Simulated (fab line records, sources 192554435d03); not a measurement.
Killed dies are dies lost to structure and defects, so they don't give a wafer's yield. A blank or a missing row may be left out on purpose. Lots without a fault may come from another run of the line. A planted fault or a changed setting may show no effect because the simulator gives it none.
Chamber matching | flow n5_finfet | N5_SPACER0_ALD_07 on ald_sin-02: 4 sister chambers
The step deposits SiNx, target thk 2 nm. 8 wafers are shown with their chamber, then 12 later ones without.

WAFERS WITH THEIR CHAMBER
wafer  | chamber | heater_power_w (W)
L079.2 | 1       | 717
L079.3 | 2       | 721
L079.6 | 1       | 723
L081.4 | 2       | 750
L083.6 | 0       | 876
L087.3 | 3       | 983
L087.4 | 0       | 841
L087.6 | 3       | 979

WAFERS WITHOUT THEIR CHAMBER
wafer  | heater_power_w (W)
L089.1 | 745
L089.2 | 734
L089.3 | 976
L089.4 | 847
L089.5 | 966
L089.6 | 755
L091.1 | 713
L091.2 | 729
L091.3 | 840
L091.4 | 965
L091.5 | 961
L091.6 | 733

WHICH CHAMBER EACH WENT THROUGH
wafer  | from the rows above     | in truth
L089.1 | can't be placed: 2 or 1 | 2
L089.2 | can't be placed: 2 or 1 | 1
L089.3 | 3                       | 3
L089.4 | 0                       | 0
L089.5 | 3                       | 3
L089.6 | can't be placed: 2 or 1 | 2
L091.1 | can't be placed: 1 or 2 | 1
L091.2 | can't be placed: 2 or 1 | 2
L091.3 | 0                       | 0
L091.4 | 3                       | 3
L091.5 | 3                       | 3
L091.6 | can't be placed: 2 or 1 | 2
Placed correctly: 6 of 12. Can't be placed from these rows: 6 (the true chamber is among the candidates in 6). Placed wrongly: 0.
How it was worked out, from the rows above alone: a wafer's distance from a chamber is the root of the sum, over the readings, of the square of ((its reading less the chamber's mean) divided by the reading's scatter). The wafer belongs to the nearest chamber; if the next one is less than 2 further off, it can't be placed. A chamber's mean is the mean of its shown wafers. The scatter: the root of (the sum of the squares of (reading less its chamber's mean) over the shown wafers, divided by (wafers less chambers)).
